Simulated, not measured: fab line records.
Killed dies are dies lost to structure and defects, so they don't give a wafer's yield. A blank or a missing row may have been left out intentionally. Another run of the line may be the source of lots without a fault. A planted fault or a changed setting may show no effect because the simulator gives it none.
Problem report in the 8D (eight disciplines) form, filled by code | flow n5-finfet | the parts of the form that need people (team, actions taken, sign-off) are left out

1. WHAT WENT WRONG
Wafers without a fault read 37, standard deviation 9.7; killed-at-front-end at N5_PASSIVATION_PROBE_49 reads a mean of 127 on 6 wafers belonging to 2 lots. Relative to the usual mean, that is a shift of +9.3 standard deviations.
First observed at day 17 05:44: wafer L366.3, on prober-02. The record has a number at this step for 8 wafers belonging to 4 lots. By rule, "out" or "out of limits" means more than 4 standard deviations away from the usual mean. The rest of the wafers with a number are treated as sound.

2. WHAT THIS IS AND IS NOT
question                    | is                     | is not
which readings at this step | killed-at-front-end    | killed_at_M0_to_M3, killed_at_M4_up, killed-at-contacts, killed-open, sort_bin_6_memory
which lots                  | L366, L369             | L364, L365
which wafers of those lots  | all that have a number | -
read on which tools         | prober-01, prober-02   | -
when                        | from day 17 05:44      | up to then (1 sound wafer); but 1 sound wafer of L364 came after

3. SUSPECTS, AND WHAT RULES EACH OUT
Counting: a tool at any process step up to the reading remains a suspect when it ran all the lots that are out and ran no sound lot after the first of those.
- rie-diel-04 at N5_PMOS_HMC_CHANNEL_EPI_STRIP_33 (strips in N2/H2): kept. Every lot that is out went through it, starting with L366 (day 4 23:39), and after that it ran no sound lot; the last sound lot it ran before then is L365 (day 4 17:40).
After counting, what remains is rie-diel-04 at N5_PMOS_HMC_CHANNEL_EPI_STRIP_33.

4. THE CAUSE (what the simulator had put in)
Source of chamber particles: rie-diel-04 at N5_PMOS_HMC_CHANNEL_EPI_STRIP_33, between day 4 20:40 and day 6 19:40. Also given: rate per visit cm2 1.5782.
Only this tool survived the counting.

5. THE CHAIN OF EFFECTS, in route order
Rows list readings where the struck wafers' mean (over those with a number) sits beyond 3 standard deviations from the usual. Only readings whose record carries a usual standard deviation are examined. hours: median over the lots of the time between each lot's start at the first step of this table that gives one and its start at this step. sigmas: the change, counted in usual standard deviations.
hours | step                    | reading              | usual  | on struck wafers | change | sigmas
0     | N5_PASSIVATION_PROBE_49 | defect-limited-yield | 91.4 % | 84.0             | -7.4   | -6.2
0     | N5_PASSIVATION_PROBE_49 | killed-at-front-end  | 37     | 127              | +90    | +9.3
0     | N5_PASSIVATION_PROBE_49 | killed-dies          | 102    | 188              | +86    | +5.8
0     | N5_PASSIVATION_PROBE_49 | killed-on-rim        | 13     | 29               | +16    | +4.4
0     | N5_PASSIVATION_PROBE_49 | sort_bin_5_function  | 5.1 %  | 9.9              | +4.8   | +5.9
0     | N5_PASSIVATION_PROBE_49 | sort-n-pass          | 1078   | 992              | -86    | -5.8
0     | N5_PASSIVATION_PROBE_49 | sort-yield-pct       | 91.4 % | 84.0             | -7.4   | -6.2
Here are the process steps it includes:
- N5_PASSIVATION_PROBE_49

6. HOW IT WOULD HAVE BEEN CAUGHT EARLIER
In this record the first reading out of limits was taken at day 17 05:44, 297 hours after the fault began at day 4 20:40.
An alarm limit of 4 standard deviations would not have fired on the tool readings at N5_PMOS_HMC_CHANNEL_EPI_STRIP_33 for which the record gives a usual standard deviation, since none of them was out on any struck wafer.
The start of N5_PMOS_HMC_CHANNEL_EPI_STRIP_33 on rie-diel-04 came by day 17 05:44 for every one of the lots that are out (2). Tool hold at that time: it would have spared none of them.
